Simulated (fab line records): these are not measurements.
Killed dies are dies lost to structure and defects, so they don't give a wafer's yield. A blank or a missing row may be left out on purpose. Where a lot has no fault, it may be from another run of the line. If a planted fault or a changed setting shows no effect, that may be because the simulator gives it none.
Matching of chambers -- flow nandHarc -- NHARC_P_M0_STRIP_18 on rieDiel-13 has 4 sister chambers
The step strips in N2/H2. 8 wafers are shown with their chamber, then 12 later ones without.

## WAFERS WITH THEIR CHAMBER
wafer,chamber,showerheadPlenumPTorr (Torr),drypumpMotorCurrentA (A)
L074.6,0,2.19,5.9
L080.3,0,2.19,6.0
L087.4,3,1.92,5.9
L087.5,2,2.05,6.6
L087.6,1,2.01,6.0
L089.1,2,2.04,6.6
L089.3,1,2.01,6.0
L089.6,3,1.92,5.9

## WAFERS WITH NO CHAMBER GIVEN
wafer,showerheadPlenumPTorr (Torr),drypumpMotorCurrentA (A)
L090.2,2.04,6.6
L090.4,1.92,5.9
L090.5,1.92,5.9
L094.1,2.01,6.0
L094.4,2.01,6.0
L094.6,1.92,5.9
L095.2,2.01,6.0
L095.4,1.92,5.9
L095.6,2.19,5.9
L096.2,1.91,5.9
L096.3,2.01,6.0
L096.5,1.92,5.8

## CHAMBER TAKEN BY EACH
wafer,from the rows above,in truth
L090.2,2,2
L090.4,3,3
L090.5,3,3
L094.1,1,1
L094.4,1,1
L094.6,3,3
L095.2,1,1
L095.4,3,3
L095.6,0,0
L096.2,3,3
L096.3,1,1
L096.5,3,3
Placed correctly: 12 of 12. Number that these rows cannot place: 0. Number placed wrongly: 0.
How it was worked out, from the rows above alone: a wafer's distance from a chamber is the root of the sum, over the readings, of the square of ((its reading less the chamber's mean) divided by the reading's scatter). The wafer belongs to the nearest chamber; if the next one is less than 2 further off, it can't be placed. A chamber's mean is the mean of its shown wafers. The scatter is the square root of a quotient: the sum, over the shown wafers, of each reading's squared deviation from its chamber's mean, divided by wafers minus chambers.
